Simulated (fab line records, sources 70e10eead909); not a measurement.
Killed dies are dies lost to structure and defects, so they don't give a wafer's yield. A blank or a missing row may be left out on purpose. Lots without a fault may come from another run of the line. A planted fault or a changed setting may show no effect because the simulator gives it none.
A struck lot beside a sound one | flow nand_harc | 14 steps out of a route of 1302
Sound: wafers L775.1, L775.5, L775.6. Struck: wafers L783.1, L783.3, L783.6. The cause comes at the end.
At each step with rows: each side's tool, then ch and its chambers, then its first start. Under that, the readings that differ: sound wafers | struck wafers | difference of the means | sigmas: that difference in standard deviations of wafers without a fault.
alike: readings whose means differ by less than 2 such deviations, and words and numbers that are the same on both sides. not compared: withheld readings, readings that some wafer has no value for, bounds like >300 that may hide the same value, and numbers for which the record gives no deviation and whose values overlap.
The two part at a step that has a row with sigmas, a row that says differs or no value, or rows on one side only. Numbers that don't overlap but have no deviation are shown without sigmas and don't part them. A reading that every wafer of one side lacks parts them only if that side has two wafers or more.

NHARC_A_ZERO_WELL_INSPECT_17:
  sound on defect_inspect-02, day 8 10:44; struck on defect_inspect-02, day 11 19:22
  alike: raw_defect_count
then, 3 steps without rows for these wafers: NHARC_A_SOURCE_PLATE_PRECLEAN_00 (cleans in HF-LAST, time 60 s); NHARC_A_SOURCE_PLATE_SRD_01; NHARC_A_SOURCE_PLATE_OXIDE_02 (material SiO2, target thk 10 nm, ox time 1362 s).
NHARC_A_SOURCE_PLATE_THK_MEAS_09: measures by ellipsometry.
  sound on film_metro-02, day 8 18:02; struck on film_metro-02, day 12 02:07
  alike: thk_nm
then, 3 steps without rows for these wafers: NHARC_A_SOURCE_PLATE_PVD_04 (deposits WSi2, target thk 50 nm); NHARC_A_SOURCE_PLATE_CVD_03 (deposits poly-Si, target thk 200 nm, time 4000 s); NHARC_A_SOURCE_PLATE_ANNEAL_05 (time 1800 s).
NHARC_A_SOURCE_PLATE_THK_MEAS_06: measures by ellipsometry.
  sound on film_metro-01, day 9 06:50; struck on film_metro-01, day 12 14:33
  alike: thk_nm
NHARC_A_SOURCE_PLATE_INSPECT_08:
  sound on defect_inspect-02, day 9 06:56; struck on defect_inspect-01, day 12 14:37
  alike: raw_defect_count
NHARC_A_ONON_D1_DEP_00: target thk 1000 nm.
  sound on pecvd_onon-01 ch 0, day 9 07:00; struck on pecvd_onon-02 ch 0, day 12 14:41
  alike: nh3_flow_sccm
NHARC_A_ONON_D1_THK_MEAS_02: measures by ellipsometry.
  sound on film_metro-02, day 9 07:32; struck on film_metro-02, day 12 15:11
  reading     | sound       | struck         | difference | sigmas
  thk_nm (nm) | 980 980 983 | 1098 1097 1099 | +117       | +12
then, 1 step without rows for these wafers: NHARC_A_ONON_D1_DEP_03 (target thk 1000 nm).
-- the record jumps here: 17 days lie between the struck wafers' starts before and after (it left off in module A_ONON_D1 and takes up again in module END, whose first step shown is number 1302 of the route) --
NHARC_END_SORT_01:
  the record has rows for the struck wafers here (prober-01 ch 0, day 29 06:35) and none for the sound ones

WHERE THEY PART
First at NHARC_A_ONON_D1_THK_MEAS_02; last, within this record, at NHARC_END_SORT_01.

WHY: what the simulator had put in
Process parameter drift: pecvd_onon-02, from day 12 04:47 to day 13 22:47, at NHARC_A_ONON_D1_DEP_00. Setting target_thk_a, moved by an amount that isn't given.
